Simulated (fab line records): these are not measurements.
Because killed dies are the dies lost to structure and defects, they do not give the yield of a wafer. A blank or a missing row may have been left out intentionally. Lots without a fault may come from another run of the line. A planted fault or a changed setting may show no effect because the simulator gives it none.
Lot-split experiment ; flow n5Finfet ; 21 wafers read from 7 lots, route of 1938 steps

ON THE SPLIT
At N5_BEOL_M6_EXPOSE_25 (exposes mask V5, target cd 40 nm), the setting doseMj was moved away from the recipe's 45 on 6 of the 21 wafers read, by -5.0% to +4.2%. This setting was run at the recipe's value on the other wafers.

FROM THE SPLIT TO THE READING: what the file shows between them, 5 steps
- N5_BEOL_M6_PEB_26: peb time 60 s
- N5_BEOL_M6_DEVELOP_27: develop time 30 s
- N5_BEOL_M6_DESCUM_33: chemistry O2, time 7 s
- N5_BEOL_M6_ETCH_72: etches underlayer in N2/H2, target depth 6.5 nm, time 5.2 s
- N5_BEOL_M6_ETCH_65: etches SiARC in CF4, target depth 15.6 nm, time 26 s

THE READING
BEOL_M6.cdNm (the simulator's own value, which no gauge read), in nm, at N5_BEOL_M6_ETCH_66 (etches SOC in N2/H2, target depth 80 nm, overetch 16 nm, time 120 s). There is no usual value for it anywhere in the file. The 15 wafers here that ran the recipe average 40.1 nm, standard deviation 0.19 nm.

wafer;tool, chamber at the split;doseMj as run;against the recipe;BEOL_M6.cdNm, nm;against lot-mates on the recipe
L075.3;euvScanner-01, 0;46.38;+3.1%;40.8;no lot-mate on the recipe
L075.4;euvScanner-01, 0;46.38;+3.1%;40.4;no lot-mate on the recipe
L075.5;euvScanner-01, 0;46.38;+3.1%;40.6;no lot-mate on the recipe
L076.1;euvScanner-02, 0;45;recipe;39.8;-
L076.6;euvScanner-02, 0;45;recipe;39.8;-
L076.4;euvScanner-02, 0;45;recipe;40;-
L077.2;euvScanner-01, 0;45;recipe;40;-
L077.3;euvScanner-01, 0;45;recipe;40.4;-
L077.6;euvScanner-01, 0;45;recipe;40.4;-
L078.1;euvScanner-02, 0;45;recipe;40.2;-
L078.3;euvScanner-02, 0;46.9;+4.2%;40.8;+0.6
L078.5;euvScanner-02, 0;46.9;+4.2%;41;+0.8
L082.1;euvScanner-01, 0;45;recipe;40;-
L082.5;euvScanner-01, 0;45;recipe;40;-
L082.3;euvScanner-01, 0;42.76;-5.0%;38.8;-1.2
L089.2;euvScanner-02, 0;45;recipe;40.2;-
L089.4;euvScanner-02, 0;45;recipe;40.4;-
L089.6;euvScanner-02, 0;45;recipe;40;-
L090.2;euvScanner-01, 0;45;recipe;40;-
L090.5;euvScanner-01, 0;45;recipe;40;-
L090.6;euvScanner-01, 0;45;recipe;40;-

FIT RESULTS
A straight line over all 21 wafers: BEOL_M6.cdNm changes by +0.209 nm for each +1% of doseMj; r = +0.91; the points scatter about the line by 0.2 nm.
The same after taking each lot's own level away (the mean of its wafers on the recipe; 18 wafers): +0.198 nm for each +1%; r = +0.94; scatter 0.14 nm.
Per that fit: largest doseMj move, reading shift of 0.99 nm.
Measured against the standard deviation above, the lots' own levels, which go from 39.87 to 40.27 nm, span 2.1 times it.
Consequently the slope shifts little with the lot-to-lot level, the two slopes agreeing.
Check: with one of the wafers moved furthest among these (-5.0%) left out of the fit, the line predicts -0.825 nm for it against its lot-mates. Against them it came out at -1.2 nm.

THE OTHER SPLITS THESE WAFERS WENT THROUGH
These wafers also went through other splits before the reading. Each is held against what the fit with the lots' levels taken away leaves over:
other split on the same wafers;wafers away from the commonest value;r with BEOL_M6.cdNm (lot level and that fit taken away)
N5_BEOL_M4_TRENCH_ETCH_37 timeS;9;-0.01
N5_BEOL_M5_DESCUM_16 timeS;7;+0.06
N5_BEOL_M5_COAT_74 spinRpm;5;+0.03
N5_BEOL_M6_ETCH_62 timeS;6;+0.19

THE WHOLE CHAIN: every reading that the file lists as answering this split, in the file's order
step;what it does;reading;change (the file's fit);r (the file's)
N5_BEOL_M6_DESCUM_33;chemistry O2, time 7 s;BEOL_M6.cdNm (the simulator's own value, which no gauge read);+0.263 nm for each +1% of the setting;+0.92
N5_BEOL_M6_ETCH_72;etches underlayer in N2/H2, target depth 6.5 nm, time 5.2 s;BEOL_M6.cdNm (the simulator's own value, which no gauge read);+0.243 nm for each +1% of the setting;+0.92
N5_BEOL_M6_ETCH_65;etches SiARC in CF4, target depth 15.6 nm, time 26 s;BEOL_M6.cdNm (the simulator's own value, which no gauge read);+0.219 nm for each +1% of the setting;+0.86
N5_BEOL_M6_ETCH_66;etches SOC in N2/H2, target depth 80 nm, overetch 16 nm, time 120 s;BEOL_M6.cdNm (the simulator's own value, which no gauge read);+0.21 nm for each +1% of the setting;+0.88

THE FILE'S OWN FIT
BEOL_M6.cdNm changes by +0.21 nm for each +1% of doseMj, r = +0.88.
